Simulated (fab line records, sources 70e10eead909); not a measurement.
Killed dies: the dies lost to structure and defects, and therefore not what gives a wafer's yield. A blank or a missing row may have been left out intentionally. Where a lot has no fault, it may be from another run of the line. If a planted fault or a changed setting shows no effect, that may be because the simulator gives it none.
Which tool was responsible? / flow nand harc / 13 lots with 39 wafers sampled at 4 steps, on a route of 1302 steps

== WHAT EACH GAUGE READ, for each wafer ==
NHARC_THIN_TSV_THK_MEAS_02: measures by ir. Usual: thk nm 2974 nm, standard deviation 230.
lot=L700; measured=day 23 17:55; on=film metro-01; thk nm (nm)=3474 3196 3220; flag=
lot=L701; measured=day 24 11:26; on=film metro-02; thk nm (nm)=3008 2478 2604; flag=
lot=L702; measured=day 24 10:13; on=film metro-02; thk nm (nm)=3148 2808 2521; flag=
lot=L703; measured=day 25 18:25; on=film metro-01; thk nm (nm)=2752 2848 2948; flag=
lot=L704; measured=day 25 03:49; on=film metro-01; thk nm (nm)=3183 3123 2879; flag=
lot=L706; measured=day 26 13:07; on=film metro-02; thk nm (nm)=2606 3189 2781; flag=
lot=L707; measured=day 26 20:47; on=film metro-02; thk nm (nm)=2776 2896 2859; flag=
lot=L708; measured=day 27 08:34; on=film metro-02; thk nm (nm)=3132 2661 3157; flag=
lot=L710; measured=day 28 11:12; on=film metro-02; thk nm (nm)=3579 3224 3268; flag=
lot=L713; measured=day 29 05:10; on=film metro-01; thk nm (nm)=2929 3376 3241; flag=
lot=L712; measured=day 29 23:26; on=film metro-01; thk nm (nm)=3265 2675 2877; flag=
lot=L714; measured=day 29 06:20; on=film metro-02; thk nm (nm)=3081 3096 2647; flag=
lot=L716; measured=day 31 07:58; on=film metro-02; thk nm (nm)=2605 2721 2410; flag=

NHARC_END_SORT_01. Usual: defect limited yield 92.7 %, standard deviation 2.6; killed at array 45, standard deviation 18; killed at other 0.9, standard deviation 1.3; killed at periphery 3.7, standard deviation 2.2; killed dies 50, standard deviation 18; killed open 3.2, standard deviation 1.9; killed short 2.4, standard deviation 1.6; sort_bin_2_pct 2.5 %, standard deviation 1.1; sort_bin_3_pct 0.6 %, standard deviation 0.36; sort_bin_4_pct 4.3 %, standard deviation 1.5; sort n pass 627, standard deviation 18; sort rim yield pct 92 %, standard deviation 4.3; sort yield pct 92.7 %, standard deviation 2.6.
lot=L703; measured=day 26 10:15; on=prober-02; defect limited yield (%)=90.0 91.0 89.2; killed at array=65 58 72; killed at other=1 0 0; killed at periphery=2 3 1; killed dies=68 61 73; killed open=7 1 3; killed short=1 1 1; sort_bin_2_pct (%)=3.0 2.8 4.1; sort_bin_3_pct (%)=0.1 0.6 0.3; sort_bin_4_pct (%)=6.9 5.6 6.4; sort n pass=609 616 604; sort rim yield pct (%)=88 89 98; sort yield pct (%)=90.0 91.0 89.2; flag=
lot=L708; measured=day 28 00:35; on=prober-01; defect limited yield (%)=91.3 92.6 92.0; killed at array=54 47 52; killed at other=3 2 1; killed at periphery=2 1 1; killed dies=59 50 54; killed open=0 3 0; killed short=2 6 2; sort_bin_2_pct (%)=2.8 2.7 3.7; sort_bin_3_pct (%)=0.7 0.7 0.1; sort_bin_4_pct (%)=5.2 4.0 4.1; sort n pass=618 627 623; sort rim yield pct (%)=96 84 92; sort yield pct (%)=91.3 92.6 92.0; flag=
lot=L710; measured=day 29 04:31; on=prober-02; defect limited yield (%)=88.2; killed at array=73; killed at other=0; killed at periphery=7; killed dies=80; killed open=2; killed short=2; sort_bin_2_pct (%)=3.5; sort_bin_3_pct (%)=1.0; sort_bin_4_pct (%)=7.2; sort n pass=597; sort rim yield pct (%)=98; sort yield pct (%)=88.2; flag=
lot=L714; measured=day 30 05:20; on=prober-01; defect limited yield (%)=82.1 82.1 92.0; killed at array=49 59 52; killed at other=2 1 0; killed at periphery=70 61 2; killed dies=121 121 54; killed open=3 4 5; killed short=1 3 3; sort_bin_2_pct (%)=6.6 8.4 2.2; sort_bin_3_pct (%)=2.8 2.8 0.9; sort_bin_4_pct (%)=8.4 6.6 4.9; sort n pass=556 556 623; sort rim yield pct (%)=92 99 86; sort yield pct (%)=82.1 82.1 92.0; flag=OFF
lot=L716; measured=day 32 01:02; on=prober-02; defect limited yield (%)=81.8 93.1 86.4; killed at array=51 43 22; killed at other=0 0 1; killed at periphery=72 4 69; killed dies=123 47 92; killed open=3 4 0; killed short=4 2 2; sort_bin_2_pct (%)=6.1 3.0 7.7; sort_bin_3_pct (%)=3.7 0.6 1.9; sort_bin_4_pct (%)=8.4 3.4 4.0; sort n pass=554 630 585; sort rim yield pct (%)=95 99 91; sort yield pct (%)=81.8 93.1 86.4; flag=OFF

== EACH LOT AND THE TOOL THAT RAN IT (in order: tool; ch and the chambers of the sampled wafers; start) ==
lot=L700; NHARC_P_BONDPAD_ETCH_12=rie diel-08 ch 0,3, day 6 21:58; NHARC_THIN_TSV_DEP_47=pecvd-04 ch 0,2, day 23 20:49
lot=L701; NHARC_P_BONDPAD_ETCH_12=rie diel-12 ch 2,3, day 7 08:05; NHARC_THIN_TSV_DEP_47=pecvd-02 ch 0,1,2, day 24 14:20
lot=L702; NHARC_P_BONDPAD_ETCH_12=rie diel-05 ch 0,2, day 7 21:07; NHARC_THIN_TSV_DEP_47=pecvd-03 ch 0,1,2, day 24 13:02
lot=L703; NHARC_P_BONDPAD_ETCH_12=rie diel-08 ch 2,3, day 8 08:58; NHARC_THIN_TSV_DEP_47=pecvd-04 ch 0,1,2, day 25 21:20
lot=L704; NHARC_P_BONDPAD_ETCH_12=rie diel-05 ch 1,3, day 8 12:50; NHARC_THIN_TSV_DEP_47=pecvd-03 ch 0,1,2, day 25 06:41
lot=L706; NHARC_P_BONDPAD_ETCH_12=rie diel-12 ch 0,2,3, day 9 17:07; NHARC_THIN_TSV_DEP_47=pecvd-04 ch 0,2, day 26 16:07
lot=L707; NHARC_P_BONDPAD_ETCH_12=rie diel-05 ch 1,2,3, day 9 23:43; NHARC_THIN_TSV_DEP_47=pecvd-03 ch 0,1,2, day 26 23:52
lot=L708; NHARC_P_BONDPAD_ETCH_12=rie diel-05 ch 1,2,3, day 10 10:01; NHARC_THIN_TSV_DEP_47=pecvd-03 ch 1,2, day 27 11:40
lot=L710; NHARC_P_BONDPAD_ETCH_12=rie diel-12 ch 1,2,3, day 11 02:30; NHARC_THIN_TSV_DEP_47=pecvd-02 ch 0,1,2, day 28 14:00
lot=L713; NHARC_P_BONDPAD_ETCH_12=rie diel-12 ch 1,2,3, day 12 18:11; NHARC_THIN_TSV_DEP_47=pecvd-04 ch 0,2, day 29 08:04
lot=L712; NHARC_P_BONDPAD_ETCH_12=rie diel-12 ch 2,3, day 12 20:24; NHARC_THIN_TSV_DEP_47=pecvd-03 ch 1,2, day 30 02:19
lot=L714; NHARC_P_BONDPAD_ETCH_12=rie diel-12 ch 2,3, day 12 22:04; NHARC_THIN_TSV_DEP_47=pecvd-02 ch 0,1, day 29 09:16
lot=L716; NHARC_P_BONDPAD_ETCH_12=rie diel-12 ch 0,2, day 13 18:08; NHARC_THIN_TSV_DEP_47=pecvd-02 ch 0,1,2, day 31 10:57
- NHARC_P_BONDPAD_ETCH_12: etches the open film in CHF3/O2, target depth 200 nm, time 100 s.
- NHARC_THIN_TSV_DEP_47: deposits SiO2, target thk 200 nm.

== AS READ BY THE TOOLS THEMSELVES (means over the sampled wafers that have a number; for cases with no such wafer, the mark the record gives instead) ==
NHARC_P_BONDPAD_ETCH_12. Usual: chamber pressure mTorr 25.003 mTorr, standard deviation 0.025; drypump motor current A 5.6 A, standard deviation 0.47; oes product au 0.946 a.u., standard deviation 0.024; rf vpp V 371.3 V, standard deviation 2.8; showerhead plenum p Torr 2.44 Torr, standard deviation 0.12; throttle valve pct 20.573 %, standard deviation 0.0093.
lot=L700; tool=rie diel-08; chamber pressure mTorr (mTorr)=25.016; drypump motor current A (A)=5.6; oes product au (a.u.)=0.931; rf vpp V (V)=369.2; showerhead plenum p Torr (Torr)=2.35; throttle valve pct (%)=20.577; flag=
lot=L701; tool=rie diel-12; chamber pressure mTorr (mTorr)=24.975; drypump motor current A (A)=5.5; oes product au (a.u.)=0.974; rf vpp V (V)=373.6; showerhead plenum p Torr (Torr)=2.55; throttle valve pct (%)=20.575; flag=
lot=L702; tool=rie diel-05; chamber pressure mTorr (mTorr)=25.003; drypump motor current A (A)=5.9; oes product au (a.u.)=0.935; rf vpp V (V)=368.0; showerhead plenum p Torr (Torr)=2.31; throttle valve pct (%)=20.569; flag=
lot=L703; tool=rie diel-08; chamber pressure mTorr (mTorr)=24.970; drypump motor current A (A)=5.3; oes product au (a.u.)=0.930; rf vpp V (V)=369.7; showerhead plenum p Torr (Torr)=2.37; throttle valve pct (%)=20.572; flag=
lot=L704; tool=rie diel-05; chamber pressure mTorr (mTorr)=25.043; drypump motor current A (A)=5.2; oes product au (a.u.)=0.969; rf vpp V (V)=371.3; showerhead plenum p Torr (Torr)=2.43; throttle valve pct (%)=20.571; flag=
lot=L706; tool=rie diel-12; chamber pressure mTorr (mTorr)=25.008; drypump motor current A (A)=5.3; oes product au (a.u.)=0.930; rf vpp V (V)=373.3; showerhead plenum p Torr (Torr)=2.56; throttle valve pct (%)=20.575; flag=
lot=L707; tool=rie diel-05; chamber pressure mTorr (mTorr)=25.002; drypump motor current A (A)=5.4; oes product au (a.u.)=0.925; rf vpp V (V)=368.8; showerhead plenum p Torr (Torr)=2.34; throttle valve pct (%)=20.571; flag=
lot=L708; tool=rie diel-05; chamber pressure mTorr (mTorr)=25.000; drypump motor current A (A)=5.4; oes product au (a.u.)=0.962; rf vpp V (V)=369.2; showerhead plenum p Torr (Torr)=2.34; throttle valve pct (%)=20.568; flag=
lot=L710; tool=rie diel-12; chamber pressure mTorr (mTorr)=24.990; drypump motor current A (A)=5.8; oes product au (a.u.)=0.975; rf vpp V (V)=373.4; showerhead plenum p Torr (Torr)=2.54; throttle valve pct (%)=20.572; flag=
lot=L713; tool=rie diel-12; chamber pressure mTorr (mTorr)=25.008; drypump motor current A (A)=5.7; oes product au (a.u.)=0.959; rf vpp V (V)=373.2; showerhead plenum p Torr (Torr)=2.54; throttle valve pct (%)=20.588; flag=
lot=L712; tool=rie diel-12; chamber pressure mTorr (mTorr)=25.020; drypump motor current A (A)=5.6; oes product au (a.u.)=0.951; rf vpp V (V)=373.4; showerhead plenum p Torr (Torr)=2.56; throttle valve pct (%)=20.568; flag=
lot=L714; tool=rie diel-12; chamber pressure mTorr (mTorr)=25.000; drypump motor current A (A)=5.5; oes product au (a.u.)=0.950; rf vpp V (V)=374.1; showerhead plenum p Torr (Torr)=2.55; throttle valve pct (%)=20.570; flag=
lot=L716; tool=rie diel-12; chamber pressure mTorr (mTorr)=25.017; drypump motor current A (A)=5.2; oes product au (a.u.)=0.941; rf vpp V (V)=373.7; showerhead plenum p Torr (Torr)=2.56; throttle valve pct (%)=20.565; flag=

NHARC_THIN_TSV_DEP_47. Usual: throttle valve pct 15.9 %, standard deviation 0.45.
lot=L700; tool=pecvd-04; throttle valve pct (%)=16.2; flag=
lot=L701; tool=pecvd-02; throttle valve pct (%)=15.8; flag=
lot=L702; tool=pecvd-03; throttle valve pct (%)=15.7; flag=
lot=L703; tool=pecvd-04; throttle valve pct (%)=16.3; flag=
lot=L704; tool=pecvd-03; throttle valve pct (%)=15.7; flag=
lot=L706; tool=pecvd-04; throttle valve pct (%)=16.1; flag=
lot=L707; tool=pecvd-03; throttle valve pct (%)=15.8; flag=
lot=L708; tool=pecvd-03; throttle valve pct (%)=15.8; flag=
lot=L710; tool=pecvd-02; throttle valve pct (%)=15.7; flag=
lot=L713; tool=pecvd-04; throttle valve pct (%)=15.7; flag=
lot=L712; tool=pecvd-03; throttle valve pct (%)=15.7; flag=
lot=L714; tool=pecvd-02; throttle valve pct (%)=16.1; flag=
lot=L716; tool=pecvd-02; throttle valve pct (%)=15.9; flag=

== THE ANSWER, worked out from the rows above alone ==
Rule: a lot is off if the mean of its wafers that have a number lies more than 3 standard deviations from the usual mean. Also off: a lot with no number at a reading for which 4 or more lots have one. All remaining lots with rows at the step are treated as sound. After the gauges, taken in route order, come the tools' own readings; for these a lot's mean is taken, as printed above. At the first step where some lot is off, the reading lying furthest off is the one used; lots without a number count as furthest.
Off at NHARC_END_SORT_01 (killed at periphery): L714, L716. Neither off nor sound, because the step has no rows for them: L700, L701, L702, L704, L706, L707, L713, L712.
If a tool, at a process step before that reading, ran all the lots that are off and no sound lot after the first of them, it fits. Those tools and the gauges at NHARC_END_SORT_01 are tried in the same way. This does not decide it: 2 tools fit, namely rie diel-12 at NHARC_P_BONDPAD_ETCH_12 and pecvd-02 at NHARC_THIN_TSV_DEP_47.

== WHAT WAS PUT IN BY THE SIMULATOR ==
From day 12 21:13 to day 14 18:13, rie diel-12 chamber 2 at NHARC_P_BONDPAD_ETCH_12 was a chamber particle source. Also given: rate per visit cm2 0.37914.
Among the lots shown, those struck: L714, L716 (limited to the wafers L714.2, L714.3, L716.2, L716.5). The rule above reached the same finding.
